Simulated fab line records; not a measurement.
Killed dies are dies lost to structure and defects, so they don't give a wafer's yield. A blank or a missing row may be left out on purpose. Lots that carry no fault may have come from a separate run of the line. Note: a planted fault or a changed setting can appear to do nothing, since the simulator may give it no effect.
Chamber matching -- flow n5-finfet -- 4 sister chambers for N5_MIM_TOP_ALD_00 on ald-hk-03
The step deposits Al2O3, purge time 3 s, co reactant pulse time 3 s. 8 wafers are shown with their chamber, then 9 later ones without.

WAFERS PAIRED WITH THEIR CHAMBERS
wafer,chamber,precursor-pulse-height-rel
L641.1,2,1.035
L641.4,3,0.990
L642.1,3,0.987
L642.3,0,1.019
L642.4,1,0.970
L643.1,1,0.978
L643.3,0,1.009
L643.5,2,0.986

WAFERS MISSING THEIR CHAMBER
wafer,precursor-pulse-height-rel
L647.1,0.976
L647.4,0.998
L647.5,0.981
L654.2,1.027
L654.4,0.984
L654.6,0.997
L655.2,0.991
L655.5,1.033
L655.6,1.032

THE CHAMBER EACH PASSED THROUGH
wafer,from the rows above,in truth
L647.1,can't be placed: 1 or 3 or 2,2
L647.4,can't be placed: 3 or 2 or 0 or 1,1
L647.5,can't be placed: 1 or 3 or 2 or 0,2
L654.2,can't be placed: 0 or 2 or 3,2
L654.4,can't be placed: 3 or 1 or 2 or 0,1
L654.6,can't be placed: 3 or 2 or 0 or 1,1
L655.2,can't be placed: 3 or 1 or 2 or 0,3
L655.5,can't be placed: 0 or 2 or 3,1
L655.6,can't be placed: 0 or 2 or 3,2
Placed correctly: 0 of 9. Unplaceable from these rows: 9, with the true chamber sitting among the candidates in 8. 0 placed wrongly.
How it was worked out, from the rows above alone: a wafer's distance from a chamber is the root of the sum, over the readings, of the square of ((its reading less the chamber's mean) divided by the reading's scatter). The wafer belongs to the nearest chamber; if the next one is less than 2 further off, it can't be placed. For every chamber, the mean is computed from those of its wafers that are shown. The scatter: take each reading less its chamber's mean, square it, sum over the shown wafers, divide by the number of wafers less the number of chambers, and take the root.
